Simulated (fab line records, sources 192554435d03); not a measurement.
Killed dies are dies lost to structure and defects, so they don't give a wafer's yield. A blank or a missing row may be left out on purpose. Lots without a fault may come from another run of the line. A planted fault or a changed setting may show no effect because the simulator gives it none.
A struck lot beside a sound one | flow n5_finfet | 25 steps out of a route of 1938
Sound: wafers L292.4, L292.5, L292.6. Struck: wafers L306.3, L306.4, L306.6. The cause comes at the end.
At each step with rows: each side's tool, then ch and its chambers, then its first start. Under that, the readings that differ: sound wafers | struck wafers | difference of the means | sigmas: that difference in standard deviations of wafers without a fault.
alike: readings whose means differ by less than 2 such deviations, and words and numbers that are the same on both sides. not compared: withheld readings, readings that some wafer has no value for, bounds like >300 that may hide the same value, and numbers for which the record gives no deviation and whose values overlap.
The two part at a step that has a row with sigmas, a row that says differs or no value, or rows on one side only. Numbers that don't overlap but have no deviation are shown without sigmas and don't part them. A reading that every wafer of one side lacks parts them only if that side has two wafers or more.

N5_BEOL_M0_TRENCH_ETCH_107: etches SiOC in C4F6/O2, target depth 32.8 nm, time 16.4 s.
  sound on rie_diel-05 ch 0,1,3, day 6 02:17; struck on rie_diel-04 ch 1,2,3, day 9 10:07
  alike: drypump_motor_current_A, oes_f_703_au, oes_product_au, rf_vpp_V, showerhead_plenum_p_Torr, throttle_valve_pct
  not compared: rf_hours_counter_h
then, 1 step without rows for these wafers: N5_BEOL_M0_STRIP_142 (strips in N2/H2, time 10 s).
N5_BEOL_M0_OCD_MEAS_108:
  sound on ocd-01, day 6 02:23; struck on ocd-02, day 9 10:14
  alike: trench_depth_nm
then, 6 steps without rows for these wafers: N5_BEOL_M0_HM_STRIP_129 (strips TiN in peroxide tin strip, target depth 17 nm, time 108 s); N5_BEOL_M0_SRD_130 (time 30 s); N5_BEOL_M0_ETCH_109 (etches SiCN in CH3F/O2, target depth 8 nm, overetch 2.4 nm, time 27.4 s); N5_BEOL_M0_STRIP_139 (strips in post etch residue remover, time 60 s); N5_BEOL_M0_SRD_111 (time 30 s); N5_BEOL_M0_DEGAS_112 (time 60 s).
N5_BEOL_M0_PRE_CLEAN_113: time 30 s.
  sound on pvd_sputter-03, day 6 03:17; struck on pvd_sputter-03, day 9 10:43
  alike: heater_power_w
N5_BEOL_M0_ALD_136: deposits TaN, pulse time 2 s, purge time 3 s, co reactant purge time 2 s.
  sound on ald_metal-01 ch 1,2,3, day 6 03:21; struck on ald_metal-03 ch 0,2,3, day 9 10:51
  alike: heater_power_w
N5_BEOL_M0_SURFACE_TREAT_137:
  sound on pvd_sputter-03, day 6 03:35; struck on pvd_sputter-01, day 9 11:07
  not compared: throttle_valve_pct
N5_BEOL_M0_CVD_115: deposits Co from CCTBA/H2, time 120 s.
  sound on cvd_co-01 ch 0,1,2, day 6 03:52; struck on cvd_co-01 ch 1,2, day 9 11:10
  no value came back on the struck wafers for chamber_pressure_Torr (Torr), run_length_s (s), time_s (s); on the sound wafers chamber_pressure_Torr (Torr) reads 30.04 29.98 30.01
then, 3 steps without rows for these wafers: N5_BEOL_M0_SPUTTER_116 (material Cu, target thk 4 nm, time 7.37 s); N5_BEOL_M0_ANNEAL_117 (time 60 s); N5_BEOL_M0_SPUTTER_132 (material Cu, target thk 4 nm, time 7.37 s).
N5_BEOL_M0_ANNEAL_133: time 60 s.
  sound on pvd_sputter-01, day 6 05:44; struck on pvd_sputter-01, day 9 11:35
  alike: heater_power_w
then, 5 steps without rows for these wafers: N5_BEOL_M0_SPUTTER_134 (material Cu, target thk 4 nm, time 7.37 s); N5_BEOL_M0_ANNEAL_135 (time 60 s); N5_BEOL_M0_SPUTTER_141 (material Cu, target thk 4 nm, time 7.37 s); N5_BEOL_M0_ECD_118 (material Cu, target thk 300 nm); N5_BEOL_M0_ANNEAL_119 (time 90 s).
N5_BEOL_M0_CMP_120: polishes, stops on SiOC, t overpolish 6.9 s.
  sound on cmp-03 ch 0,1,3, day 6 06:30; struck on cmp-01 ch 0,1,2, day 9 12:20
  reading                      | sound          | struck         | difference | sigmas
  barrier_field_endpoint_s (s) | 3.60 3.68 3.66 | 1.84 1.84 1.82 | -1.81      | -19
  alike: head_pressure_psi, motor_current_A, retaining_ring_pressure_frac
N5_BEOL_M4_RC_MEAS_101:
  the record has rows for the sound wafers here (prober-02 ch 0, day 8 13:20) and none for the struck ones
-- the record jumps here: 7 days lie between the struck wafers' starts before and after (it left off in module BEOL_M4 and takes up again in module PASSIVATION, whose first step shown is number 1936 of the route) --
N5_PASSIVATION_PROBE_49:
  sound on prober-01, day 13 03:34; struck on prober-02, day 17 00:10
  reading                  | sound          | struck         | difference | sigmas
  defect_limited_yield (%) | 89.1 88.7 92.1 | 0 0 0          | -90        | -60
  killed_at_M0_to_M3       | 26 35 22       | 1133 1130 1125 | +1102      | +92
  killed_at_front_end      | 56 65 47       | 21 26 31       | -30        | -3
  killed_dies              | 129 133 93     | 1180 1180 1180 | +1062      | +62
  killed_on_rim            | 15 22 14       | 152 152 152    | +135       | +32
  killed_open              | 95 86 67       | 58 42 54       | -31        | -3
  sort_bin_5_function (%)  | 6.5 7.3 4.6    | 89.9 91.5 90.1 | +84.4      | +84
  sort_bin_6_memory (%)    | 3.8 3.6 3.1    | 9.8 8.2 9.6    | +5.7       | +8
  sort_n_pass              | 1051 1047 1087 | 0 0 0          | -1062      | -62
  sort_yield_pct (%)       | 89.1 88.7 92.1 | 0 0 0          | -90        | -60
  alike: killed_at_M4_up, killed_at_contacts, killed_at_other, killed_short

WHERE THEY PART
First at N5_BEOL_M0_CVD_115; last, within this record, at N5_PASSIVATION_PROBE_49.

WHY: what the simulator had put in
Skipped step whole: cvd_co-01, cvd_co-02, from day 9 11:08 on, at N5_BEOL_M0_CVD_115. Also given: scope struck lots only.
